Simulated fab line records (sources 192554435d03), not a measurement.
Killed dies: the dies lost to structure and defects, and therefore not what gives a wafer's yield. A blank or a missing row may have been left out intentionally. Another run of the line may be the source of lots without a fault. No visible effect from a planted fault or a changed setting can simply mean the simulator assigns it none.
Matching of chambers    flow n5Finfet    N5_SD_EPI_N_LINER_46 on aldSin-03 has 4 sister chambers
The step material SiNx, target thk 3 nm. 8 wafers are shown with their chamber, then 10 later ones without.

== WAFERS WITH THEIR CHAMBER ==
wafer   chamber  heaterPowerW (W)
L078.6  2        903
L081.6  0        862
L083.2  1        869
L083.5  1        869
L083.6  2        963
L086.4  0        861
L087.2  3        888
L087.5  3        868

== WAFERS WITHOUT THEIR CHAMBER ==
wafer   heaterPowerW (W)
L087.6  922
L090.2  883
L090.4  875
L090.6  920
L091.2  939
L091.4  867
L091.6  954
L092.3  884
L092.4  872
L092.5  901

== CHAMBER TAKEN BY EACH ==
wafer   from the rows above                in truth
L087.6  can't be placed: 2 or 3 or 1       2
L090.2  can't be placed: 3 or 1 or 0       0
L090.4  can't be placed: 3 or 1 or 0       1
L090.6  can't be placed: 2 or 3 or 1       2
L091.2  2                                  2
L091.4  can't be placed: 1 or 0 or 3       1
L091.6  2                                  2
L092.3  can't be placed: 3 or 1 or 0 or 2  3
L092.4  can't be placed: 1 or 3 or 0       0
L092.5  can't be placed: 3 or 1 or 2 or 0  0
Correctly placed: 2 of 10. Can't be placed from these rows: 8 (the true chamber is among the candidates in 8). Wrongly placed: 0.
How it was worked out, from the rows above alone: a wafer's distance from a chamber is the root of the sum, over the readings, of the square of ((its reading less the chamber's mean) divided by the reading's scatter). The wafer belongs to the nearest chamber; if the next one is less than 2 further off, it can't be placed. For every chamber, the mean is computed from those of its wafers that are shown. The scatter: take each reading less its chamber's mean, square it, sum over the shown wafers, divide by the number of wafers less the number of chambers, and take the root.
